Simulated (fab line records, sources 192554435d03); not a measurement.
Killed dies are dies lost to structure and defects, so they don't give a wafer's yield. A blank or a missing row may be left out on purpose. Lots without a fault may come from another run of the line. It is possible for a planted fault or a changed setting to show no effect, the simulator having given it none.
fab line records ; flow n5Finfet
record lots=3; wafers=9; lastDay=17
route steps=1938 shown BEOL_M3@943 PASSIVATION@1936
lots with no fault: from the same line, run without faults
startH: hours from the record's first day to the start of the lot's first wafer shown ; waitH: hours elapsed since this lot's preceding step ; " as in the row above ; L1.1+2: one row covering several wafers at once ; - either no value or no given start ; * or withheld: withheld ; < > ~ a bound
route shown NAME@n: names a module that has steps shown in the file, with the first one's number in the route ; usual: mean/standard deviation taken from wafers without a fault ; same: alike in all rows ; chamber/n: place in a boat ; sites: per-site readings ; _std_site: their standard deviation ; _edge_site: mean of outer sites minus mean of inner sites ; radiusMm: how far each site lies from the wafer's centre ; mask NAME#n: copy n ; behind: tool/chamber where the wafer was last shaped ; hold: what put the lot on hold/how long, in hours/how the hold closed ; device: names the non-switching transistor (n, p or np) ; end of line: tests run on the same wafers once the route is complete ; step lacking rows: just its recipe ; killed: at the first sort, the dies lost to defects and structure; wafer yield is something else ; map: per-die view of a wafer (x killed, . not killed, _ where there is no die)
set.NAME: the setting as run; set.NAME@STEP: as run at that earlier step ; model.NAME: the simulator's own value behind a step, which no gauge read
lots at some steps of the route; a table a step, a row a wafer
services: when a tool's chamber went out of use (startH, in hours from the record's first day, below 0 if earlier), for how many hours, and the reason
## steps
# step N5_BEOL_M3_DEVELOP_10
# recipe developTimeS=30; developer=TMAH; resist=CAR-EUV; rinseLiquid=surfactantRinse; dry=airSpin; devTempC=23
# step N5_BEOL_M3_DESCUM_16
# recipe chemistry=O2; timeS=7; sourcePowerW=50; biasPowerW=20; pressureMtorr=20; rfFrequencyHz=2.712e+07; tempC=40; resist=CAR-EUV; o2FlowSccm=225
# step N5_BEOL_M3_ETCH_74
# recipe chemistry=N2/H2; target=underlayer; targetDepthA=65; maskMaterial=CAR-EUV; timeS=5.2; ionEnergyEv=200; pressureMtorr=30; sourceW=840; biasW=150; n2FlowSccm=200; h2FlowSccm=200; ends=cleared
# step N5_BEOL_M3_ETCH_63
# recipe chemistry=CF4; target=SiARC; targetDepthA=156; maskMaterial=CAR-EUV; timeS=26; ionEnergyEv=80; pressureMtorr=40; sourceW=545; biasW=36; Ar_flow_sccm=100; cf4FlowSccm=100; ends=cleared
# step N5_BEOL_M3_ETCH_64
# recipe chemistry=N2/H2; target=SOC; targetDepthA=750; overetchA=150; maskMaterial=SiARC; tempC=40; timeS=112.5; ionEnergyEv=200; pressureMtorr=30; sourceW=840; biasW=150; n2FlowSccm=200; h2FlowSccm=200
# step N5_BEOL_M3_STRIP_65
# recipe chemistry=N2/H2; tempC=40; n2FlowSccm=200; h2FlowSccm=200; rfFrequencyHz=6e+07
# step N5_BEOL_M3_STRIP_75
# recipe chemistry=N2/H2; tempC=40; n2FlowSccm=200; h2FlowSccm=200; rfFrequencyHz=6e+07
# step N5_BEOL_M3_STRIP_66
# recipe chemistry=CF4; resist=SiARC; powerW=300; biasPowerW=75; pressureMtorr=50; cf4FlowSccm=150; rfFrequencyHz=6e+07
# step N5_BEOL_M3_HM_OPEN_17
# recipe chemistry=Cl2/BCl3; targetDepthA=200; overetchA=60; target=TiN; maskMaterial=SOC; ionEnergyEv=150; pressureMtorr=10; icpW=1000; biasW=126; Cl2_flow_sccm=53.25; bcl3FlowSccm=21.75; Ar_flow_sccm=25
# step N5_BEOL_M3_STRIP_19
# recipe chemistry=O2; powerW=400; tempC=40; pressureMtorr=30; rfFrequencyHz=6e+07; biasPowerW=0; overashFraction=0.2; o2FlowSccm=225
# usual drypumpMotorCurrentA=5.8/0.3; oesProductAu=0.79/0.076; rfVppV=3.6/0.48; showerheadPlenumPTorr=2.08/0.051; throttleValvePct=16.65/0.24
lot.wafer;tool;chamber;startH;waitH;drypumpMotorCurrentA;oesProductAu;rfHoursCounterH;rfVppV;showerheadPlenumPTorr;throttleValvePct
L764.1;rieDiel-01;1;208.51;0.1;6.2;0.78;136;3.1;2.08;16.42
L764.4;rieDiel-01;3;208.51;0.1;5.9;0.74;183;3.2;2.01;16.87
L764.5;rieDiel-01;0;208.51;0.1;6.1;0.93;-;3.5;2.13;16.24
L766.1;rieDiel-05;2;224.10;0.1;5.7;0.86;55;3.5;2.07;16.57
L766.3;rieDiel-05;3;224.10;0.1;6.1;0.74;194;4.1;2.14;16.67
L766.5;rieDiel-05;1;224.10;0.1;5.5;0.78;-;4.1;2.02;16.97
L776.1;rieDiel-01;0;287.59;0.1;6.1;0.88;38;3.9;2.12;16.26
L776.3;rieDiel-01;1;287.59;0.1;6.2;0.74;160;3.9;2.07;16.45
L776.4;rieDiel-01;1;287.59;0.1;6.2;0.75;-;4.4;2.07;16.44
# step N5_BEOL_M3_COAT_67
# recipe resist=SOC; tempC=250; timeS=60; spinRpm=1500; resistThkNm=60
# step N5_BEOL_M3_COAT_68
# recipe resist=SiARC; tempC=220; timeS=60; spinRpm=1500; resistThkNm=12
# step N5_BEOL_M3_COAT_76
# recipe resist=underlayer; tempC=205; timeS=60; spinRpm=1500; resistThkNm=5
# step N5_BEOL_M3_COAT_22
# recipe resist=CAR-EUV; spinRpm=1500; resistThkNm=30
# step N5_BEOL_M3_EBR_24
# recipe solvent=PGMEA; ebrWidthMm=1.5
# step N5_BEOL_M3_SOFTBAKE_23
# recipe tempC=110; timeS=60; resist=CAR-EUV
# step N5_BEOL_M3_EXPOSE_25
# recipe maskId=V2; na=0.33; sourceShape=quasar; sigmaInner=0.2; sigmaOuter=0.8; polarization=unpolarized; defocusNm=5; doseMj=63
# step N5_BEOL_M3_PEB_26
# recipe pebTempC=100; pebTimeS=60; resist=CAR-EUV
# step N5_BEOL_M3_DEVELOP_27
# recipe developTimeS=30; developer=TMAH; resist=CAR-EUV; rinseLiquid=surfactantRinse; dry=airSpin; devTempC=23
# step N5_BEOL_M3_DESCUM_33
# recipe chemistry=O2; timeS=7; sourcePowerW=50; biasPowerW=20; pressureMtorr=20; rfFrequencyHz=2.712e+07; tempC=40; resist=CAR-EUV; o2FlowSccm=225
# step N5_BEOL_M3_ETCH_77
# recipe chemistry=N2/H2; target=underlayer; targetDepthA=65; maskMaterial=CAR-EUV; timeS=5.2; ionEnergyEv=200; pressureMtorr=30; sourceW=840; biasW=150; n2FlowSccm=200; h2FlowSccm=200; ends=cleared
# step N5_BEOL_M3_ETCH_69
# recipe chemistry=CF4; target=SiARC; targetDepthA=156; maskMaterial=CAR-EUV; timeS=26; ionEnergyEv=80; pressureMtorr=40; sourceW=545; biasW=36; Ar_flow_sccm=100; cf4FlowSccm=100; ends=cleared
# step N5_BEOL_M3_ALD_98
# recipe material=SiO2; targetThkA=25; tempC=100; aldPrecursorFamily=BDEAS; aldCoReactant=O2-plasma; pulseTimeS=1; coReactantPulseTimeS=1; purgeTimeS=2; coReactantPurgeTimeS=2; aldCycles=17; pressureTorr=2
# step N5_BEOL_M3_ETCHBACK_99
# recipe chemistry=CHF3; target=SiO2; targetDepthA=50; timeS=10.4; sourceW=215; biasW=47; Ar_flow_sccm=200; CHF3_flow_sccm=12; ionEnergyEv=100; pressureMtorr=30
# step N5_BEOL_M3_ETCH_70
# recipe chemistry=N2/H2; target=SOC; targetDepthA=800; overetchA=160; maskMaterial=SiARC; tempC=40; timeS=120; ionEnergyEv=200; pressureMtorr=30; sourceW=840; biasW=150; n2FlowSccm=200; h2FlowSccm=200
# step N5_BEOL_M3_STRIP_71
# recipe chemistry=N2/H2; tempC=40; n2FlowSccm=200; h2FlowSccm=200; rfFrequencyHz=6e+07
# step N5_BEOL_M3_STRIP_78
# recipe chemistry=N2/H2; tempC=40; n2FlowSccm=200; h2FlowSccm=200; rfFrequencyHz=6e+07
# step N5_BEOL_M3_VIA_ETCH_34
# recipe chemistry=C4F6/O2; targetDepthA=694; maskMaterial=SOC; pressureMtorr=15; ionEnergyEv=250; taperDeg=4; timeS=65.9; sourceW=350; biasW=170; Ar_flow_sccm=300; C4F6_flow_sccm=10; O2_flow_sccm=10
# step N5_BEOL_M3_STRIP_83
# recipe chemistry=C4F6/O2; resist=SiARC; rfFrequencyHz=6e+07
# step N5_BEOL_M3_STRIP_36
# recipe chemistry=N2/H2; powerW=450; tempC=40; pressureMtorr=20; rfFrequencyHz=6e+07; overashFraction=0.3; biasPowerW=7; h2Frac=0.5; n2FlowSccm=200; h2FlowSccm=200
# step N5_BEOL_M3_TRENCH_ETCH_37
# recipe chemistry=C4F6/O2; targetDepthA=555.55; target=SiOC; timeS=29.2; ionEnergyEv=250; pressureMtorr=30; sourceW=355; biasW=185; Ar_flow_sccm=300; C4F6_flow_sccm=10; O2_flow_sccm=10
# step N5_BEOL_M3_ETCH_41
# recipe chemistry=CH3F/O2; target=SiCN; targetDepthA=299; taperDeg=2; timeS=52.5; ionEnergyEv=120; maskMaterial=TiN; pressureMtorr=30; sourceW=395; biasW=75; Ar_flow_sccm=150; CH3F_flow_sccm=30; O2_flow_sccm=20
# step N5_BEOL_M3_STRIP_97
# recipe chemistry=N2/H2; timeS=10; powerW=450; tempC=40; pressureMtorr=20; rfFrequencyHz=6e+07; biasPowerW=7; n2FlowSccm=200; h2FlowSccm=200
# step N5_BEOL_M3_HM_STRIP_39
# recipe chemistry=peroxideTinStrip; material=TiN; targetDepthA=250; tempC=50; timeS=158
# step N5_PASSIVATION_PROBE_49
# usual defectLimitedYield=91.2/1.5; killed_at_M0_to_M3=31/10; killed_at_M4_up=15/5.9; killedAtContacts=13/6; killedAtFrontEnd=41/11; killedAtOther=4/3.1; killedDies=104/18; killedOpen=68/13; killedShort=33/8.1; sort_bin_5_function=5.1/1.1; sort_bin_6_memory=3.2/0.69; sortNPass=1076/18; sortYieldPct=91.2/1.5
# same grossDies=1180; killedAtBackSide=0; sort_bin_4_leakage[%]=0; sort_bin_8_speed[%]=0
lot.wafer;tool;chamber;startH;waitH;defectLimitedYield[%];killed_at_M0_to_M3;killed_at_M4_up;killedAtContacts;killedAtFrontEnd;killedAtOther;killedDies;killedOpen;killedShort;sort_bin_5_function[%];sort_bin_6_memory[%];sortNPass;sortYieldPct[%]
L764.1;prober-01;-;329.58;0.0;89.5;35;19;9;54;7;124;75;49;5.5;4.5;1056;89.5
L764.4;prober-01;-;329.73;0.2;90.6;25;19;4;51;12;111;62;48;5.4;3.4;1069;90.6
L764.5;prober-01;-;329.78;0.2;82.8;133;21;9;37;3;203;58;42;10.9;4.7;977;82.8
L766.1;prober-01;-;345.44;0.0;92.5;23;16;7;36;6;88;62;25;4.7;2.5;1092;92.5
L766.3;prober-01;-;345.54;0.1;91.2;33;18;7;44;2;104;74;24;4.6;3.6;1076;91.2
L766.5;prober-01;-;345.64;0.2;88.6;45;17;15;51;7;135;86;44;6.9;3.9;1045;88.6
L776.1;prober-01;-;406.55;0.0;89.0;44;16;6;61;3;130;83;45;6.4;4.3;1050;89.0
L776.3;prober-01;-;406.65;0.1;89.7;30;17;19;46;9;121;81;38;6.2;3.6;1059;89.7
L776.4;prober-01;-;406.70;0.2;89.8;23;21;17;55;4;120;73;44;5.6;4.1;1060;89.8
# killed by level:class
L764.1 FIN_SAQP:geometricParticle:short=15 FIN_SAQP:geometricParticle:open=14 BEOL_M2:geometricParticle:open=9 GATE_CUT:geometricParticle:short=8 STI_FIN_REVEAL:geometricParticle:open=7 MOL_CONTACT_COAG:geometricParticle:open=7 BEOL_M3:geometricParticle:open=7 BEOL_M4:geometricParticle:open=6
L764.4 FIN_SAQP:geometricParticle:short=19 BEOL_M4:geometricParticle:open=13 FIN_SAQP:geometricParticle:open=10 BEOL_M0:geometricParticle:open=8 GATE_CUT:geometricParticle:short=7 ILD0:geometricParticle:open=5 STI_FIN_REVEAL:geometricParticle:open=4 BEOL_M1:geometricParticle:open=4
L764.5 BEOL_M3:unspecified=100 FIN_SAQP:geometricParticle:short=13 FIN_SAQP:geometricParticle:open=12 BEOL_M4:geometricParticle:open=11 BEOL_M0_SAQP:geometricParticle:short=7 MOL_CONTACT_COAG:geometricParticle:open=6 BEOL_M0_SAQP:geometricParticle:open=6 BEOL_M2:geometricParticle:open=5
L766.1 FIN_SAQP:geometricParticle:open=13 STI_FIN_REVEAL:geometricParticle:open=9 MOL_CONTACT_COAG:geometricParticle:open=6 GATE_CUT:geometricParticle:short=5 BEOL_M0:geometricParticle:open=5 BEOL_M4:geometricParticle:open=5 FIN_SAQP:geometricParticle:short=4 BEOL_M2:geometricParticle:open=4
L766.3 FIN_SAQP:geometricParticle:open=17 BEOL_M2:geometricParticle:open=15 BEOL_M4:geometricParticle:open=8 FIN_SAQP:geometricParticle:short=7 HKMG_FIN:areaEtch=6 STI_FIN_REVEAL:geometricParticle:open=5 BEOL_M0:geometricParticle:open=5 BEOL_M5:geometricParticle:open=5
L766.5 BEOL_M2:geometricParticle:open=17 FIN_SAQP:geometricParticle:open=12 MOL_CONTACT_COAG:geometricParticle:open=12 BEOL_M4:geometricParticle:open=11 STI_FIN_REVEAL:geometricParticle:open=7 BEOL_M0_SAQP:geometricParticle:short=7 BEOL_M0_SAQP:geometricParticle:open=7 ILD0:geometricParticle:short=6
L776.1 STI_FIN_REVEAL:geometricParticle:open=15 BEOL_M0_SAQP:geometricParticle:short=11 BEOL_M3:geometricParticle:open=11 GATE_CUT:geometricParticle:open=9 BEOL_M0_SAQP:geometricParticle:open=8 FIN_SAQP:geometricParticle:short=7 BEOL_M4:geometricParticle:open=7 DUMMY_GATE:geometricParticle:open=6
L776.3 MOL_CONTACT_COAG:geometricParticle:open=15 BEOL_M1:geometricParticle:open=7 GATE_CUT:geometricParticle:open=7 DUMMY_GATE:geometricParticle:open=6 GATE_CUT:geometricParticle:short=6 BEOL_M3:geometricParticle:open=6 STARTING-WAFER:geometricParticle:short=6 FIN_SAQP:geometricParticle:open=5
L776.4 FIN_SAQP:geometricParticle:open=12 BEOL_M4:geometricParticle:open=11 FIN_SAQP:geometricParticle:short=9 MOL_CONTACT_COAG:geometricParticle:open=9 GATE_CUT:geometricParticle:open=8 GATE_CUT:geometricParticle:short=8 STI_FIN_REVEAL:geometricParticle:open=6 MOL_CONTACT_COAG:geometricParticle:short=6
# map L764.5 (x killed, . not)
_________________............________________
______________.............x.x.._____________
___________.......x.x..............__________
__________.....x..........x...x....x_________
________.x.......x...x..x.....x....x.._______
_______..x...........x...x..xxxx.xxx.x.______
______...................xxxxxxxxxx.x..._____
_____x.......x......x.x.xxxx.xxxxxxxx....____
____..................x.x.xxxxxxxxxxxx....___
___.x...................xxxxxxxxxxxx..xx...__
___.xx...........x.....x.xxxxxxxxxxxx......__
__........x......x....x.xxxxxxxxxxx........._
__........x.....x..x.....xxxxxxxx....x...xx._
_..............x............x.xx.x...........
_x..xx..............x......xx.x.xx....xx.....
_...........x.x................xx......x.....
_............................................
_......x...x.................................
_.................................x.x...x..x.
_...xx.......................................
_.x..................................xx......
__........x...x...........x...........x.x..._
__....x..........x.........................._
___.x........x...........x........x.xx..x..__
___x....xxxx.......xx..........x...........__
____....x..x....x.......x.................___
_____x.................xx..x......x......____
______......x...................x......._____
_______.........x...x..x.....x.........______
________...........x....x......x......_______
__________........x.....x.......x..._________
___________........................__________
______________..x..xx..........._____________
_________________............________________
# map L776.1 (x killed, . not)
_________________...x.x.x...x________________
______________............x....._____________
___________................x.......__________
__________............x.........x.x._________
________..x.......x...x.......xx......_______
_______....x......xx.x.......x.........______
______.x...x..x.......x........x........_____
_____....................................____
____.....xxx..x.....x.................x..x___
___..............x..x..............x.......__
___........x...............................__
__.........x.................x.........x...._
__...x....x...........x....................._
_..........................x......x.x..x...x.
_.......x.xx..x...........x............x.....
_...x.........x...........x.xx.....x.x.......
_......x..........x.....xx.........x.........
_..x....................x.................x..
_.....x.x..x......x..x.........x...........x.
_.................x..........................
_.........x...................x...x......x.x.
__x.....x..............x...x........x......._
__..x........x.x.........x...x............x._
___.x..x......x.......x.xx......x..........__
___.x...x....x...x..............x..........__
____..............x..................x....___
_____...........x...xx.........x.........____
______x....x..xx..........x.....x......x_____
_______.............x...x..............______
________.......x.x..........xxxxx....._______
__________x.........x.....x...x....._________
___________.......x................__________
______________.................._____________
_________________............________________
## services
tool;chamber;startH;hours;kind
rieDiel-05;1;197.71;7.7;repair
rieDiel-01;-;271.14;0.8;repair
## key
firstSign step=N5_PASSIVATION_PROBE_49; reading=killed_at_M0_to_M3; direction=up; sigmas=10; usual=31; struck=133
effect step=N5_PASSIVATION_PROBE_49; reading=killedDies; direction=up; sigmas=5.5; usual=104; struck=203
moreKillsBornAt N5_BEOL_M3_STRIP_19@rieDiel-01=100
metAt N5_BEOL_M3_STRIP_19
struckWafers L764.5
fault kind=chamberParticleSource; tool=rieDiel-01; chamber=0; onsetH=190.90; steps=N5_BEOL_M3_STRIP_19; ratePerVisitCm2=0.52334; endH=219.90
